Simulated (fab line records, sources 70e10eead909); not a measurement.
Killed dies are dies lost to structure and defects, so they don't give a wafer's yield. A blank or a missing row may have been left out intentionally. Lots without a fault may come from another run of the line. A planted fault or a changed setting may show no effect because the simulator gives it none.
Chamber matching :: flow nandHarc :: 4 sister chambers for NHARC_P_ZERO_WELL_DESCUM_39 on rieDiel-07
The step chemistry O2, time 3 s. 24 wafers are shown with their chamber, then 12 later ones without.

## WAFERS, EACH WITH ITS CHAMBER
wafer: L074.1
chamber: 0
oesProductAu (a.u.): 1.010
throttleValvePct (%): 11.329
rfVppV (V): 57.6

wafer: L074.2
chamber: 3
oesProductAu (a.u.): 1.004
throttleValvePct (%): 11.319
rfVppV (V): 59.0

wafer: L074.5
chamber: 3
oesProductAu (a.u.): 1.007
throttleValvePct (%): 11.313
rfVppV (V): 58.6

wafer: L077.2
chamber: 1
oesProductAu (a.u.): 1.008
throttleValvePct (%): 11.305
rfVppV (V): 56.8

wafer: L077.3
chamber: 3
oesProductAu (a.u.): 1.004
throttleValvePct (%): 11.303
rfVppV (V): 56.5

wafer: L077.5
chamber: 1
oesProductAu (a.u.): 1.009
throttleValvePct (%): 11.294
rfVppV (V): 56.7

wafer: L079.3
chamber: 0
oesProductAu (a.u.): 1.007
throttleValvePct (%): 11.317
rfVppV (V): 56.9

wafer: L079.4
chamber: 2
oesProductAu (a.u.): 1.018
throttleValvePct (%): 11.314
rfVppV (V): 59.8

wafer: L079.5
chamber: 3
oesProductAu (a.u.): 0.998
throttleValvePct (%): 11.305
rfVppV (V): 58.0

wafer: L084.1
chamber: 1
oesProductAu (a.u.): 0.993
throttleValvePct (%): 11.318
rfVppV (V): 58.5

wafer: L084.2
chamber: 2
oesProductAu (a.u.): 0.993
throttleValvePct (%): 11.317
rfVppV (V): 56.8

wafer: L084.3
chamber: 3
oesProductAu (a.u.): 1.005
throttleValvePct (%): 11.307
rfVppV (V): 57.5

wafer: L086.3
chamber: 1
oesProductAu (a.u.): 1.003
throttleValvePct (%): 11.316
rfVppV (V): 59.2

wafer: L086.4
chamber: 2
oesProductAu (a.u.): 0.990
throttleValvePct (%): 11.308
rfVppV (V): 57.6

wafer: L086.6
chamber: 3
oesProductAu (a.u.): 1.001
throttleValvePct (%): 11.315
rfVppV (V): 56.9

wafer: L090.1
chamber: 0
oesProductAu (a.u.): 1.026
throttleValvePct (%): 11.319
rfVppV (V): 58.4

wafer: L090.3
chamber: 3
oesProductAu (a.u.): 0.998
throttleValvePct (%): 11.318
rfVppV (V): 58.0

wafer: L090.4
chamber: 2
oesProductAu (a.u.): 0.992
throttleValvePct (%): 11.304
rfVppV (V): 58.0

wafer: L091.2
chamber: 2
oesProductAu (a.u.): 0.998
throttleValvePct (%): 11.313
rfVppV (V): 58.2

wafer: L091.3
chamber: 1
oesProductAu (a.u.): 1.017
throttleValvePct (%): 11.316
rfVppV (V): 56.8

wafer: L091.4
chamber: 0
oesProductAu (a.u.): 1.027
throttleValvePct (%): 11.310
rfVppV (V): 57.6

wafer: L092.3
chamber: 2
oesProductAu (a.u.): 0.999
throttleValvePct (%): 11.308
rfVppV (V): 58.6

wafer: L092.4
chamber: 3
oesProductAu (a.u.): 1.012
throttleValvePct (%): 11.312
rfVppV (V): 58.0

wafer: L092.5
chamber: 2
oesProductAu (a.u.): 1.004
throttleValvePct (%): 11.302
rfVppV (V): 58.6

SIGNATURES, as means of the wafers listed above
reading: oesProductAu
chamber 0: 1.01750
chamber 1: 1.00600
chamber 2: 0.99914
chamber 3: 1.00362
scatter within a chamber: 0.00821

reading: throttleValvePct
chamber 0: 11.31875
chamber 1: 11.30980
chamber 2: 11.30943
chamber 3: 11.31150
scatter within a chamber: 0.00717

reading: rfVppV
chamber 0: 57.625
chamber 1: 57.600
chamber 2: 58.229
chamber 3: 57.812
scatter within a chamber: 0.911
Rule: distance of a wafer from a chamber = root of the sum over the readings of ((wafer's reading minus chamber's mean) / reading's scatter) squared. If the next closest chamber is less than 2 further off than the closest, the wafer can't be placed; otherwise it belongs to the closest. The scatter is the square root of a quotient: the sum, over the shown wafers, of each reading's squared deviation from its chamber's mean, divided by wafers minus chambers.

## WAFERS WITH NO CHAMBER GIVEN
wafer: L093.2
oesProductAu (a.u.): 1.011
throttleValvePct (%): 11.303
rfVppV (V): 58.0

wafer: L093.4
oesProductAu (a.u.): 1.022
throttleValvePct (%): 11.306
rfVppV (V): 57.5

wafer: L093.5
oesProductAu (a.u.): 1.010
throttleValvePct (%): 11.320
rfVppV (V): 57.7

wafer: L094.1
oesProductAu (a.u.): 1.021
throttleValvePct (%): 11.320
rfVppV (V): 59.9

wafer: L094.2
oesProductAu (a.u.): 1.000
throttleValvePct (%): 11.311
rfVppV (V): 57.9

wafer: L094.3
oesProductAu (a.u.): 0.992
throttleValvePct (%): 11.319
rfVppV (V): 58.5

wafer: L095.3
oesProductAu (a.u.): 1.009
throttleValvePct (%): 11.319
rfVppV (V): 59.1

wafer: L095.4
oesProductAu (a.u.): 1.003
throttleValvePct (%): 11.320
rfVppV (V): 57.8

wafer: L095.5
oesProductAu (a.u.): 1.008
throttleValvePct (%): 11.314
rfVppV (V): 57.7

wafer: L097.3
oesProductAu (a.u.): 1.022
throttleValvePct (%): 11.302
rfVppV (V): 58.6

wafer: L097.5
oesProductAu (a.u.): 1.002
throttleValvePct (%): 11.327
rfVppV (V): 56.5

wafer: L097.6
oesProductAu (a.u.): 1.017
throttleValvePct (%): 11.321
rfVppV (V): 57.7

## WHICH CHAMBER EACH ONE RAN IN
wafer: L093.2
from the rows above: can't be placed: 1 or 3 or 2 or 0
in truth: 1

wafer: L093.4
from the rows above: can't be placed: 0 or 1 or 3 or 2
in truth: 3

wafer: L093.5
from the rows above: can't be placed: 0 or 3 or 1 or 2
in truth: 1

wafer: L094.1
from the rows above: can't be placed: 0 or 3 or 1 or 2
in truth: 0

wafer: L094.2
from the rows above: can't be placed: 2 or 3 or 1 or 0
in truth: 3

wafer: L094.3
from the rows above: can't be placed: 2 or 3 or 1 or 0
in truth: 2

wafer: L095.3
from the rows above: can't be placed: 3 or 0 or 2 or 1
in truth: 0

wafer: L095.4
from the rows above: can't be placed: 3 or 1 or 2 or 0
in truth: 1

wafer: L095.5
from the rows above: can't be placed: 1 or 3 or 0 or 2
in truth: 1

wafer: L097.3
from the rows above: can't be placed: 1 or 0 or 3 or 2
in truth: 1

wafer: L097.5
from the rows above: can't be placed: 0 or 3 or 1 or 2
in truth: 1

wafer: L097.6
from the rows above: can't be placed: 0 or 1 or 3
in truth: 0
Correct placement for 0 of the 12. Unplaceable from these rows: 12, with the true chamber sitting among the candidates in 12. Number placed wrongly: 0.
